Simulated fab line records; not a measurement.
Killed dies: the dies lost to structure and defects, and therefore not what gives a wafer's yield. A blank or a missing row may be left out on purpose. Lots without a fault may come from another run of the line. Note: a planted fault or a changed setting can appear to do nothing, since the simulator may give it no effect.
fab line records	flow n5-finfet
record: lots: 7	wafers: 39
route steps=1938 shown FIN_SAQP@102 SD_EPI_N@269 BEOL_M0_SAQP@663 BEOL_M2@928 BEOL_M4@1021
start-h: the number of hours between the record's first day and the start of the first shown wafer of the lot	wait-h: hours from the lot's prior step to this one	" the same as in the row above	L1.1+2: several wafers, shown together as one row	- value missing, or start not given	* or withheld: withheld	< > ~ a bound
route shown NAME@n: names a module that has steps shown in the file, with the first one's number in the route	usual: mean/standard deviation taken from wafers without a fault	same: alike in all rows	chamber/n: place in a boat	sites: each site's reading	_std_site: standard deviation across them	_edge_site: mean of outer sites minus mean of inner sites	radius-mm: how far each site lies from the wafer's centre	mask NAME#n: copy n	behind: tool/chamber where the wafer was last shaped	hold: reason for holding the lot/hours on hold/outcome of the hold	device: whichever transistor did not switch (one of n, p or np)	end of line: tests of these same wafers at the route's end	a step given without rows: its recipe and nothing more	killed: not the wafer's yield, but the dies lost to structure and defects at the first sort	map: per-die view of a wafer (x killed, . not killed, _ where there is no die)
set.NAME: setting as actually run; set.NAME@STEP: the setting as run at that earlier step	model.NAME: the simulator's own value behind a step, which no gauge read
lots with deliberately changed settings; one table per step, one row per wafer
== steps ==
step: N5_FIN_SAQP_HM_DEP_72
recipe: material: SiO2	target-thk-a: 120	temp-c: 400	precursor: SiH4/N2O	pressure-torr: 0.75	rf-w: 275	time-s: 7.2
lot.wafer	tool	chamber	start-h	wait-h	set.target-thk-a	model.SiO2_of_FIN_SAQP_HM_DEP_72.thk-nm
L074.1	pecvd-04	1	21.20	0.0	120	12.13
L074.2	"	2	"	"	187.2	18.51
L074.3	"	0	"	"	187.2	18.87
L074.4	"	1	"	"	120	12.18
L074.5	"	2	"	"	187.2	18.94
L074.6	"	0	"	"	120	12.36
L077.2+6	pecvd-04	0	39.20	0.0	120	12.2
L077.4	"	2	"	"	120	11.96
L080.1	pecvd-04	1	57.51	0.0	62.56	6.37
L080.2	"	0	"	"	120	12.03
L080.3	"	2	"	"	120	11.82
L080.4	"	1	"	"	62.56	6.413
L080.5	"	0	"	"	120	12.3
L080.6	"	2	"	"	62.56	6.342
L087.1	pecvd-03	0	100.55	0.0	120	12
L087.2	"	2	"	"	120	12.08
L087.3	"	1	"	"	168.9	16.96
L087.4	"	0	"	"	168.9	17.12
L087.5	"	2	"	"	168.9	17.3
L087.6	"	1	"	"	120	12.16
L090.1	pecvd-01	1	118.58	0.0	56.36	5.519
L090.2	"	2	"	"	120	12.12
L090.3	"	0	"	"	120	12.02
L090.4	"	2	"	"	120	12.32
L090.5	"	0	"	"	56.36	5.916
L090.6	"	1	"	"	56.36	5.709
L095.1	pecvd-03	0	149.24	0.0	120	11.79
L095.2	"	2	"	"	120	12.15
L095.3	"	1	"	"	120	11.95
L095.4	"	1	"	"	120	12.08
L095.5	"	0	"	"	120	12.01
L095.6	"	2	"	"	120	12.24
L096.1	pecvd-01	2	154.73	0.0	76.58	7.768
L096.2	"	0	"	"	120	12.08
L096.3	"	1	"	"	120	11.63
L096.4	"	0	"	"	120	12.2
L096.5	"	2	"	"	76.58	8.006
L096.6	"	1	"	"	76.58	7.611
step: N5_FIN_SAQP_COAT_49
recipe: resist: SOC	temp-c: 250	time-s: 60	spin-rpm: 1500	resist-thk-nm: 100
step: N5_FIN_SAQP_COAT_50
recipe: resist: SiARC	temp-c: 220	time-s: 60	spin-rpm: 1500	resist-thk-nm: 35
step: N5_FIN_SAQP_ETCH_52
recipe: chemistry: N2/H2	target: SOC	target-depth-a: 1000	overetch-a: 200	mask-material: SiARC	temp-c: 40	time-s: 150	ion-energy-ev: 200	pressure-mtorr: 30	source-w: 840	bias-w: 150	n2-flow-sccm: 200	h2-flow-sccm: 200	ends: end-point
step: N5_FIN_SAQP_STRIP_53
recipe: chemistry: N2/H2	temp-c: 40	n2-flow-sccm: 200	h2-flow-sccm: 200	rf-frequency-hz: 6e+07
step: N5_FIN_SAQP_HM_OPEN_73
recipe: chemistry: CHF3/O2	target: SiO2	stop-on: a-Si	target-depth-a: 120	over-etch-frac: 1.8	mask-material: SOC	time-s: 16.8	pressure-mtorr: 30	source-w: 650	bias-w: 170	Ar_flow_sccm: 200	CHF3_flow_sccm: 50	O2_flow_sccm: 5	ion-energy-ev: 200	ends: end-point
lot.wafer	tool	chamber	start-h	wait-h	set.target-thk-a@FIN_SAQP_HM_DEP_72	model.etch.depth-nm
L074.1	rie-diel-01	2	21.94	0.0	120	12.13
L074.2	"	0	"	"	187.2	18.51
L074.3	"	1	"	"	187.2	18.87
L074.4	"	3	"	"	120	12.18
L074.5	"	2	"	"	187.2	18.94
L074.6	"	1	"	"	120	12.36
L077.2+6	rie-diel-05	3,2	39.82	0.0	120	12.2
L077.4	"	0	"	"	120	11.96
L080.1	rie-diel-05	2	58.51	0.0	62.56	6.37
L080.2	"	3	"	"	120	12.03
L080.3	"	1	"	"	120	11.82
L080.4	"	1	"	"	62.56	6.413
L080.5	"	2	"	"	120	12.3
L080.6	"	3	"	"	62.56	6.342
L087.1	rie-diel-01	1	101.41	0.0	120	12
L087.2	"	2	"	"	120	12.08
L087.3	"	0	"	"	168.9	16.96
L087.4	"	3	"	"	168.9	17.12
L087.5	"	1	"	"	168.9	17.3
L087.6	"	2	"	"	120	12.16
L090.1	rie-diel-05	1	119.59	0.0	56.36	5.519
L090.2	"	3	"	"	120	12.12
L090.3	"	2	"	"	120	12.02
L090.4	"	0	"	"	120	12.32
L090.5	"	1	"	"	56.36	5.916
L090.6	"	0	"	"	56.36	5.709
L095.1	rie-diel-03	2	149.86	0.0	120	11.79
L095.2	"	3	"	"	120	12.15
L095.3	"	1	"	"	120	11.95
L095.4	"	0	"	"	120	12.08
L095.5	"	2	"	"	120	12.01
L095.6	"	1	"	"	120	12.24
L096.1	rie-diel-05	0	155.71	0.0	76.58	7.768
L096.2	"	3	"	"	120	12.08
L096.3	"	2	"	"	120	11.63
L096.4	"	1	"	"	120	12.2
L096.5	"	3	"	"	76.58	8.006
L096.6	"	0	"	"	76.58	7.611
step: N5_SD_EPI_N_DEVELOP_08
recipe: develop-time-s: 30	developer: TMAH	resist: CAR-ArF-block	dev-temp-c: 23	rinse-liquid: diw	dry: air-spin
lot.wafer	tool	chamber	start-h	wait-h	set.develop-time-s
L074.1+2+6	litho-track-04	0	-	-	30
L074.3+4+5	"	0	"	"	17.06
L077.2+4+6	litho-track-05	0	-	-	30
L080.1+2+6	litho-track-01	0	-	-	46.86
L080.3+4+5	"	0	"	"	30
L087.1+4+5	litho-track-05	0	-	-	14.09
L087.2+3+6	"	0	"	"	30
L090.1+4+5	litho-track-04	0	-	-	21.83
L090.2+3+6	"	0	"	"	30
L095.1+3+4	litho-track-01	0	-	-	22.22
L095.2+5+6	"	0	"	"	30
L096.1+2+3+4+5+6	litho-track-01	0	-	-	30
step: N5_SD_EPI_N_CD_MEAS_09
recipe: target-cd-nm: 120	landing-energy-ev: 500	detector: se-inlens
usual: cd-nm: 120.1/0.82
lot.wafer	tool	chamber	start-h	wait-h	set.develop-time-s@SD_EPI_N_DEVELOP_08	cd-nm
L074.1	cd-sem-01	0	49.49	-	30	118.5
L074.2	"	0	"	"	30	120.0
L074.3	"	0	"	"	17.06	117.8
L074.4	"	0	"	"	17.06	116.8
L074.5	"	0	"	"	17.06	116.6
L074.6	"	0	"	"	30	118.9
L077.2	cd-sem-01	0	66.52	-	30	119.8
L077.4	"	0	"	"	30	120.3
L077.6	"	0	"	"	30	121.8
L080.1	cd-sem-03	0	84.74	-	46.86	122.8
L080.2	"	0	"	"	46.86	123.1
L080.3	"	0	"	"	30	120.2
L080.4	"	0	"	"	30	120.1
L080.5	"	0	"	"	30	120.3
L080.6	"	0	"	"	46.86	123.0
L087.1	cd-sem-01	0	126.92	-	14.09	115.9
L087.2	"	0	"	"	30	121.2
L087.3	"	0	"	"	30	119.2
L087.4	"	0	"	"	14.09	116.6
L087.5	"	0	"	"	14.09	116.3
L087.6	"	0	"	"	30	120.8
L090.1	cd-sem-02	0	146.68	-	21.83	117.9
L090.2	"	0	"	"	30	119.3
L090.3	"	0	"	"	30	119.5
L090.4	"	0	"	"	21.83	116.7
L090.5	"	0	"	"	21.83	117.5
L090.6	"	0	"	"	30	118.9
L095.1	cd-sem-01	0	178.58	-	22.22	119.2
L095.2	"	0	"	"	30	120.4
L095.3	"	0	"	"	22.22	119.0
L095.4	"	0	"	"	22.22	119.8
L095.5	"	0	"	"	30	120.3
L095.6	"	0	"	"	30	120.2
L096.1	cd-sem-03	0	182.40	-	30	120.5
L096.2	"	0	"	"	30	120.9
L096.3	"	0	"	"	30	120.1
L096.4	"	0	"	"	30	120.5
L096.5	"	0	"	"	30	120.1
L096.6	"	0	"	"	30	120.4
step: N5_SD_EPI_N_DESCUM_14
recipe: chemistry: O2	time-s: 7.9	source-power-w: 50	bias-power-w: 20	pressure-mtorr: 20	rf-frequency-hz: 2.712e+07	temp-c: 40	resist: CAR-ArF-block	o2-flow-sccm: 225
lot.wafer	tool	chamber	start-h	wait-h	set.develop-time-s@SD_EPI_N_DEVELOP_08	model.SD_EPI_N.cd-nm
L074.1	rie-diel-05	0	49.86	0.3	30	118.6
L074.2	"	1	"	"	30	120.2
L074.3	"	3	"	"	17.06	117.4
L074.4	"	2	"	"	17.06	116.8
L074.5	"	1	"	"	17.06	117
L074.6	"	2	"	"	30	119.4
L077.2	rie-diel-01	3	66.61	0.0	30	119.8
L077.4	"	1	"	"	30	120.6
L077.6	"	2	"	"	30	121.6
L080.1	rie-diel-05	0	84.83	0.0	46.86	122.6
L080.2+6	"	3,0	"	"	46.86	122.8
L080.3	"	1	"	"	30	120.6
L080.4	"	1	"	"	30	120
L080.5	"	3	"	"	30	120.2
L087.1	rie-diel-05	1	127.82	0.9	14.09	116
L087.2	"	2	"	"	30	121.2
L087.3	"	0	"	"	30	118.8
L087.4	"	3	"	"	14.09	116.6
L087.5	"	3	"	"	14.09	116.4
L087.6	"	0	"	"	30	121
L090.1	rie-diel-01	1	146.77	0.0	21.83	117.8
L090.2	"	3	"	"	30	119
L090.3	"	2	"	"	30	119.2
L090.4	"	2	"	"	21.83	116.4
L090.5	"	1	"	"	21.83	117.6
L090.6	"	3	"	"	30	118.6
L095.1	rie-diel-01	0	178.98	0.4	22.22	119.4
L095.2	"	3	"	"	30	120.8
L095.3	"	1	"	"	22.22	118.6
L095.4	"	0	"	"	22.22	119.6
L095.5	"	3	"	"	30	120.4
L095.6	"	1	"	"	30	120.2
L096.1+5+6	rie-diel-01	3,0,3	182.49	0.0	30	120.4
L096.2+4	"	0,1	"	"	30	120.8
L096.3	"	1	"	"	30	120
step: N5_SD_EPI_N_ETCH_34
recipe: chemistry: CF4	target: SiARC	target-depth-a: 455	mask-material: CAR-ArF-block	time-s: 75.8	ion-energy-ev: 80	pressure-mtorr: 40	source-w: 545	bias-w: 36	Ar_flow_sccm: 100	cf4-flow-sccm: 100	ends: cleared
lot.wafer	tool	chamber	start-h	wait-h	set.develop-time-s@SD_EPI_N_DEVELOP_08	model.SD_EPI_N.cd-nm
L074.1	rie-diel-05	0	49.89	0.0	30	118.4
L074.2	"	1	"	"	30	120.2
L074.3	"	3	"	"	17.06	117.4
L074.4	"	2	"	"	17.06	116.8
L074.5	"	1	"	"	17.06	117
L074.6	"	2	"	"	30	119.4
L077.2	rie-diel-01	3	66.64	0.0	30	119.6
L077.4	"	1	"	"	30	120.6
L077.6	"	2	"	"	30	121.6
L080.1+2	rie-diel-05	0,3	84.86	0.0	46.86	122.8
L080.3	"	1	"	"	30	120.8
L080.4	"	1	"	"	30	120.2
L080.5	"	3	"	"	30	120.4
L080.6	"	0	"	"	46.86	123
L087.1	rie-diel-05	1	127.86	0.0	14.09	116
L087.2	"	2	"	"	30	121.4
L087.3	"	0	"	"	30	118.8
L087.4	"	3	"	"	14.09	116.6
L087.5	"	3	"	"	14.09	116.4
L087.6	"	0	"	"	30	121
L090.1+5	rie-diel-01	1	146.81	0.0	21.83	117.8
L090.2	"	3	"	"	30	118.8
L090.3	"	2	"	"	30	119.6
L090.4	"	2	"	"	21.83	116.6
L090.6	"	3	"	"	30	118.2
L095.1	rie-diel-01	0	179.02	0.0	22.22	119.6
L095.2	"	3	"	"	30	120.6
L095.3	"	1	"	"	22.22	118.8
L095.4	"	0	"	"	22.22	120
L095.5	"	3	"	"	30	120.2
L095.6	"	1	"	"	30	120.4
L096.1+3	rie-diel-01	3,1	182.53	0.0	30	120
L096.2	"	0	"	"	30	121
L096.4	"	1	"	"	30	120.8
L096.5	"	0	"	"	30	120.6
L096.6	"	3	"	"	30	120.2
step: N5_BEOL_M0_SAQP_SPACER1_ALD_98
recipe: material: SiO2	target-thk-a: 128	temp-c: 300	ald-precursor-family: BDEAS	ald-co-reactant: O2-plasma	pulse-time-s: 1	purge-time-s: 2	co-reactant-purge-time-s: 2	ald-cycles: 138	pressure-torr: 2
lot.wafer	tool	chamber	start-h	wait-h	set.ald-cycles	model.SiO2_of_BEOL_M0_SAQP_SPACER1_ALD_98.thk-nm
L074.1+3+5	ald-sin-01	3,0,0	106.49	0.3	138	12.8
L074.2+4+6	"	1,2,1	"	"	215	20
L077.2+4+6	ald-sin-01	2,3,3	129.12	0.3	138	12.8
L080.1+2+3+4+5	ald-sin-04	3,1,0,2,1	147.49	1.5	138	12.8
L080.6	"	2	"	"	138	13
L087.1+2+3	ald-sin-01	2,1,0	190.29	0.3	138	12.8
L087.4+5+6	"	3,2,3	"	"	181	16.8
L090.1+2+3+5+6	ald-sin-01	0,3,1,1,0	206.00	0.3	138	12.8
L090.4	"	3	"	"	138	13
L095.1+5+6	ald-sin-01	2,1,2	237.10	0.3	138	12.8
L095.2+3+4	"	1,3,0	"	"	69	6.4
L096.1+3	ald-sin-01	0,2	241.48	0.4	174	16.2
L096.2+5	"	3,0	"	"	138	12.8
L096.4	"	1	"	"	174	16
L096.6	"	1	"	"	138	12.6
step: N5_BEOL_M0_SAQP_SPACER1_ETCHBACK_99
recipe: chemistry: CHF3/O2	mode: anisotropic-etchback	target: SiO2	target-depth-a: 154	time-s: 7.7	pressure-mtorr: 30	source-w: 650	bias-w: 170	Ar_flow_sccm: 200	CHF3_flow_sccm: 50	O2_flow_sccm: 5	ion-energy-ev: 200
step: N5_BEOL_M0_SAQP_MANDREL1_REMOVE_100
recipe: chemistry: HBr/Cl2/O2	bt-time-s: 10	target: a-Si	stop-on: SiNx	endpoint: OES-SiCl	over-etch-frac: 0.85	icp-w: 600	bias-w: 30	HBr_flow_sccm: 150	Cl2_flow_sccm: 80	O2_flow_sccm: 5	pressure-mtorr: 10
lot.wafer	tool	chamber	start-h	wait-h	set.ald-cycles@BEOL_M0_SAQP_SPACER1_ALD_98	model.SiO2_of_BEOL_M0_SAQP_SPACER1_ALD_98.thk-nm	model.BEOL_M0_SAQP.cd-nm
L074.1	rie-si-01	3	107.05	0.1	138	7.4	13
L074.2	"	2	"	"	215	14.6	20
L074.3	"	1	"	"	138	7.4	12.6
L074.4	"	0	"	"	215	14.6	19.8
L074.5	"	2	"	"	138	7.4	12.8
L074.6	"	3	"	"	215	14.6	20.2
L077.2	rie-si-01	3	129.68	0.1	138	7.4	12.8
L077.4	"	1	"	"	138	7.4	12.6
L077.6	"	3	"	"	138	7.4	13
L080.1	rie-si-04	1	148.05	0.1	138	7.4	13
L080.2+3+4+5	"	2,0,1,2	"	"	138	7.4	12.8
L080.6	"	0	"	"	138	7.6	13
L087.1+3	rie-si-02	3,2	190.85	0.1	138	7.4	13
L087.2	"	0	"	"	138	7.4	12.8
L087.4+5+6	"	1,0,3	"	"	181	11.4	16.8
L090.1	rie-si-02	2	206.76	0.1	138	7.6	13
L090.2+3+5+6	"	1,0,0,1	"	"	138	7.4	12.8
L090.4	"	3	"	"	138	7.6	12.8
L095.1+5	rie-si-04	0	237.66	0.1	138	7.4	12.6
L095.2	"	2	"	"	69	2.8	6.4
L095.3+4	"	1	"	"	69	3	6.4
L095.6	"	2	"	"	138	7.4	12.8
L096.1	rie-si-04	2	242.05	0.1	174	10.8	16.2
L096.2+5	"	0	"	"	138	7.4	12.6
L096.3	"	1	"	"	174	10.8	16
L096.4	"	3	"	"	174	10.6	16.2
L096.6	"	1	"	"	138	7.2	12.8
step: N5_BEOL_M0_SAQP_CD_MEAS_25
recipe: target-cd-nm: 13.1	landing-energy-ev: 1000	detector: se-inlens
usual: cd-nm: 12.80/0.27
lot.wafer	tool	chamber	start-h	wait-h	set.ald-cycles@BEOL_M0_SAQP_SPACER1_ALD_98	cd-nm
L074.1	cd-sem-01	0	107.16	0.1	138	13.16
L074.2	"	0	"	"	215	20.12
L074.3	"	0	"	"	138	13.05
L074.4	"	0	"	"	215	19.58
L074.5	"	0	"	"	138	12.66
L074.6	"	0	"	"	215	20.09
L077.2	cd-sem-03	0	129.79	0.1	138	12.61
L077.4	"	0	"	"	138	12.80
L077.6	"	0	"	"	138	13.02
L080.1	cd-sem-02	0	148.16	0.1	138	13.09
L080.2	"	0	"	"	138	12.61
L080.3	"	0	"	"	138	12.62
L080.4	"	0	"	"	138	12.94
L080.5	"	0	"	"	138	12.74
L080.6	"	0	"	"	138	12.83
L087.1	cd-sem-02	0	190.96	0.1	138	12.90
L087.2	"	0	"	"	138	12.76
L087.3	"	0	"	"	138	13.20
L087.4	"	0	"	"	181	16.86
L087.5	"	0	"	"	181	16.71
L087.6	"	0	"	"	181	17.04
L090.1	cd-sem-01	0	206.87	0.1	138	12.98
L090.2	"	0	"	"	138	13.13
L090.3	"	0	"	"	138	12.73
L090.4	"	0	"	"	138	12.79
L090.5	"	0	"	"	138	13.04
L090.6	"	0	"	"	138	12.51
L095.1	cd-sem-02	0	237.77	0.1	138	12.42
L095.2	"	0	"	"	69	6.43
L095.3	"	0	"	"	69	6.81
L095.4	"	0	"	"	69	6.72
L095.5	"	0	"	"	138	11.84
L095.6	"	0	"	"	138	12.21
L096.1	cd-sem-01	0	242.16	0.1	174	16.54
L096.2	"	0	"	"	138	12.24
L096.3	"	0	"	"	174	16.02
L096.4	"	0	"	"	174	15.91
L096.5	"	0	"	"	138	12.69
L096.6	"	0	"	"	138	13.01
step: N5_BEOL_M2_DEP_57
recipe: material: SiCN	target-thk-a: 80	temp-c: withheld	precursor: 3MS/NH3	pressure-torr: 3	rf-w: 202	time-s: 14
lot.wafer	tool	chamber	start-h	wait-h	set.time-s	model.SiCN_of_BEOL_M2_DEP_57.thk-nm
L074.1	pecvd-03	0	140.34	0.0	16.44	9.2
L074.2	"	2	"	"	14	7.8
L074.3+6	"	1,2	"	"	16.44	9.4
L074.4	"	1	"	"	14	8
L074.5	"	0	"	"	14	8.2
L077.2+4+6	pecvd-04	1,2,1	162.68	0.0	14	8
L080.1	pecvd-03	0	184.44	0.0	20.72	11.6
L080.2	"	1	"	"	20.72	11.8
L080.3+4+6	"	2,2,1	"	"	14	8
L080.5	"	0	"	"	20.72	12
L087.1+3+4	pecvd-03	2,1,1	230.60	0.0	14	8
L087.2	"	0	"	"	7.907	4.6
L087.5+6	"	0,2	"	"	7.907	4.8
L090.1+2	pecvd-04	1,2	240.43	0.0	14	8.2
L090.3	"	0	"	"	17.67	9.8
L090.4	"	1	"	"	14	8.4
L090.5	"	0	"	"	17.67	10
L090.6	"	2	"	"	17.67	10.4
L095.1+5	pecvd-04	0	285.10	0.0	14	8
L095.2+6	"	2	"	"	14	8.4
L095.3+4	"	1	"	"	14	8.2
L096.1+5	pecvd-03	1,0	285.51	0.0	21.71	12.4
L096.2	"	0	"	"	21.71	12.2
L096.3+4	"	2	"	"	14	8
L096.6	"	1	"	"	14	8.2
step: N5_BEOL_M4_ILD_DEP_00
recipe: material: SiOC	target-thk-a: 790	temp-c: 350	precursor: DEMS/O2	pressure-torr: 5	rf-w: 500	time-s: 15.3
lot.wafer	tool	chamber	start-h	wait-h	set.target-thk-a	model.SiOC_of_BEOL_M4_ILD_DEP_00.thk-nm
L074.1+4	pecvd-04	2,0	150.14	0.0	790	78.8
L074.2	"	1	"	"	790	77.8
L074.3	"	0	"	"	790	76.6
L074.5	"	1	"	"	790	79.4
L074.6	"	2	"	"	790	80.2
L077.2	pecvd-04	0	176.66	0.0	790	79.2
L077.4	"	0	"	"	790	79.4
L077.6	"	1	"	"	790	80.2
L080.1	pecvd-02	2	207.63	0.0	790	78
L080.2	"	1	"	"	458.1	46.4
L080.3	"	0	"	"	458.1	43.2
L080.4	"	2	"	"	790	79.8
L080.5	"	1	"	"	790	81
L080.6	"	0	"	"	458.1	44.4
L087.1	pecvd-04	0	243.36	0.0	1214	118.8
L087.2	"	2	"	"	1214	120.2
L087.3	"	1	"	"	790	79
L087.4	"	2	"	"	790	79.2
L087.5	"	1	"	"	1214	123.4
L087.6	"	0	"	"	790	78.6
L090.1	pecvd-03	0	251.80	0.0	790	77.2
L090.2	"	2	"	"	790	76.6
L090.3	"	1	"	"	390	36.2
L090.4	"	2	"	"	390	37.2
L090.5	"	0	"	"	790	77.8
L090.6	"	1	"	"	390	37.4
L095.1	pecvd-02	1	294.44	0.0	790	77.6
L095.2	"	0	"	"	790	77.2
L095.3	"	2	"	"	535.5	52.6
L095.4	"	1	"	"	535.5	54.6
L095.5	"	2	"	"	790	78.4
L095.6	"	0	"	"	535.5	52
L096.1	pecvd-04	2	294.54	0.0	790	79.2
L096.2	"	1	"	"	790	78.8
L096.3	"	0	"	"	790	78.2
L096.4	"	0	"	"	790	78
L096.5	"	2	"	"	790	81.2
L096.6	"	1	"	"	790	80.4
step: N5_BEOL_M4_THK_MEAS_01
recipe: reads: SiOC_of_BEOL_M4_ILD_DEP_00
usual: M4_ILD_THK: 79.0/1.3
lot.wafer	tool	chamber	start-h	wait-h	set.target-thk-a@BEOL_M4_ILD_DEP_00	M4_ILD_THK[nm]
L074.1	film-metro-01	-	150.21	0.0	790	78.9
L074.2	"	-	"	"	790	77.7
L074.3	"	-	"	"	790	76.7
L074.4	"	-	"	"	790	78.8
L074.5	"	-	"	"	790	79.4
L074.6	"	-	"	"	790	80.3
L077.2	film-metro-02	-	176.72	0.1	790	79.2
L077.4	"	-	"	"	790	79.4
L077.6	"	-	"	"	790	80.2
L080.1	film-metro-02	-	207.69	0.0	790	77.9
L080.2	"	-	"	"	458.1	46.4
L080.3	"	-	"	"	458.1	43.2
L080.4	"	-	"	"	790	79.9
L080.5	"	-	"	"	790	81.1
L080.6	"	-	"	"	458.1	44.5
L087.1	film-metro-02	-	243.43	0.0	1214	118.8
L087.2	"	-	"	"	1214	120.3
L087.3	"	-	"	"	790	79.1
L087.4	"	-	"	"	790	79.2
L087.5	"	-	"	"	1214	123.3
L087.6	"	-	"	"	790	78.5
L090.1	film-metro-02	-	251.87	0.0	790	77.3
L090.2	"	-	"	"	790	76.6
L090.3	"	-	"	"	390	36.2
L090.4	"	-	"	"	390	37.3
L090.5	"	-	"	"	790	77.7
L090.6	"	-	"	"	390	37.4
L095.1	film-metro-02	-	294.51	0.0	790	77.5
L095.2	"	-	"	"	790	77.2
L095.3	"	-	"	"	535.5	52.7
L095.4	"	-	"	"	535.5	54.5
L095.5	"	-	"	"	790	78.4
L095.6	"	-	"	"	535.5	51.9
L096.1	film-metro-01	-	294.60	0.0	790	79.1
L096.2	"	-	"	"	790	78.8
L096.3	"	-	"	"	790	78.2
L096.4	"	-	"	"	790	78.1
L096.5	"	-	"	"	790	81.2
L096.6	"	-	"	"	790	80.3
== key ==
split: step: N5_FIN_SAQP_HM_DEP_72	setting: target-thk-a	stated: 120	by: wafer
response: step: N5_FIN_SAQP_HM_DEP_72	reading: model.SiO2_of_FIN_SAQP_HM_DEP_72.thk-nm	change: +0.119	per: 1%	r: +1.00
response: step: N5_FIN_SAQP_HM_OPEN_73	reading: model.etch.depth-nm	change: +0.119	per: 1%	r: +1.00
split: step: N5_SD_EPI_N_DEVELOP_08	setting: develop-time-s	stated: 30	by: wafer
response: step: N5_SD_EPI_N_CD_MEAS_09	reading: cd-nm	change: +0.0583	per: 1%	r: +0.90
response: step: N5_SD_EPI_N_DESCUM_14	reading: model.SD_EPI_N.cd-nm	change: +0.0573	per: 1%	r: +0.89
response: step: N5_SD_EPI_N_ETCH_34	reading: model.SD_EPI_N.cd-nm	change: +0.0554	per: 1%	r: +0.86
split: step: N5_BEOL_M0_SAQP_SPACER1_ALD_98	setting: ald-cycles	stated: 138	by: wafer
response: step: N5_BEOL_M0_SAQP_SPACER1_ALD_98	reading: model.SiO2_of_BEOL_M0_SAQP_SPACER1_ALD_98.thk-nm	change: +0.129	per: 1%	r: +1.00
response: step: N5_BEOL_M0_SAQP_MANDREL1_REMOVE_100	reading: model.SiO2_of_BEOL_M0_SAQP_SPACER1_ALD_98.thk-nm	change: +0.115	per: 1%	r: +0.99
response: step: N5_BEOL_M0_SAQP_MANDREL1_REMOVE_100	reading: model.BEOL_M0_SAQP.cd-nm	change: +0.127	per: 1%	r: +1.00
response: step: N5_BEOL_M0_SAQP_CD_MEAS_25	reading: cd-nm	change: +0.121	per: 1%	r: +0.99
split: step: N5_BEOL_M2_DEP_57	setting: time-s	stated: 14	by: wafer
response: step: N5_BEOL_M2_DEP_57	reading: model.SiCN_of_BEOL_M2_DEP_57.thk-nm	change: +0.0766	per: 1%	r: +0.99
split: step: N5_BEOL_M4_ILD_DEP_00	setting: target-thk-a	stated: 790	by: wafer
response: step: N5_BEOL_M4_ILD_DEP_00	reading: model.SiOC_of_BEOL_M4_ILD_DEP_00.thk-nm	change: +0.794	per: 1%	r: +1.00
response: step: N5_BEOL_M4_THK_MEAS_01	reading: M4_ILD_THK	change: +0.794	per: 1%	r: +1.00
